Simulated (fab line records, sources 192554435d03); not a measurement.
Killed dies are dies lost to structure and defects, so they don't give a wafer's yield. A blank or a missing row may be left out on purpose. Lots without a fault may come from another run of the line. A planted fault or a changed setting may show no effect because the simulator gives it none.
Chamber matching | flow n5_finfet | N5_BEOL_M13_TRENCH_ETCH_34 on rie_diel-02: 4 sister chambers
The step etches SiOC in C4F8/O2/Ar, target depth 413.47 nm, time 162.6 s. 14 wafers are shown with their chamber, then 7 later ones without.

WAFERS WITH THEIR CHAMBER
wafer  | chamber | showerhead_plenum_p_Torr (Torr) | throttle_valve_pct (%) | drypump_motor_current_A (A)
L082.2 | 0       | 3.60                            | 23.67                  | 5.9
L082.5 | 1       | 3.45                            | 23.89                  | 5.5
L082.6 | 2       | 3.39                            | 24.27                  | 5.2
L083.1 | 0       | 3.59                            | 23.67                  | 5.9
L083.3 | 1       | 3.45                            | 23.92                  | 5.4
L083.5 | 0       | 3.59                            | 23.69                  | 5.9
L085.3 | 2       | 3.38                            | 24.28                  | 5.2
L085.4 | 0       | 3.59                            | 23.68                  | 5.9
L085.5 | 3       | 3.53                            | 24.21                  | 5.8
L087.3 | 1       | 3.45                            | 23.91                  | 5.4
L087.5 | 3       | 3.53                            | 24.23                  | 5.9
L087.6 | 0       | 3.59                            | 23.70                  | 5.9
L090.1 | 0       | 3.59                            | 23.70                  | 5.9
L090.3 | 1       | 3.44                            | 23.92                  | 5.4

SIGNATURES (means of the wafers above)
reading                  | chamber 0 | chamber 1 | chamber 2 | chamber 3 | scatter within a chamber
showerhead_plenum_p_Torr | 3.5917    | 3.4475    | 3.3850    | 3.5300    | 0.00456
throttle_valve_pct       | 23.6850   | 23.9100   | 24.2750   | 24.2200   | 0.0134
drypump_motor_current_A  | 5.900     | 5.425     | 5.200     | 5.850     | 0.0354
Rule: a wafer's distance from a chamber is the root of the sum, over the readings, of the square of ((its reading less the chamber's mean) divided by the reading's scatter). The wafer belongs to the nearest chamber; if the next one is less than 2 further off, it can't be placed. The scatter: the root of (the sum of the squares of (reading less its chamber's mean) over the shown wafers, divided by (wafers less chambers)).

WAFERS WITHOUT THEIR CHAMBER
wafer  | showerhead_plenum_p_Torr (Torr) | throttle_valve_pct (%) | drypump_motor_current_A (A)
L090.5 | 3.44                            | 23.91                  | 5.4
L093.1 | 3.37                            | 24.29                  | 5.2
L093.2 | 3.52                            | 24.25                  | 5.8
L093.4 | 3.58                            | 23.70                  | 5.9
L097.3 | 3.58                            | 23.71                  | 5.9
L097.4 | 3.44                            | 23.95                  | 5.4
L097.5 | 3.52                            | 24.26                  | 5.8

WHICH CHAMBER EACH WENT THROUGH
wafer  | from the rows above | in truth
L090.5 | 1                   | 1
L093.1 | 2                   | 2
L093.2 | 3                   | 3
L093.4 | 0                   | 0
L097.3 | 0                   | 0
L097.4 | 1                   | 1
L097.5 | 3                   | 3
Placed correctly: 7 of 7. Can't be placed from these rows: 0. Placed wrongly: 0.
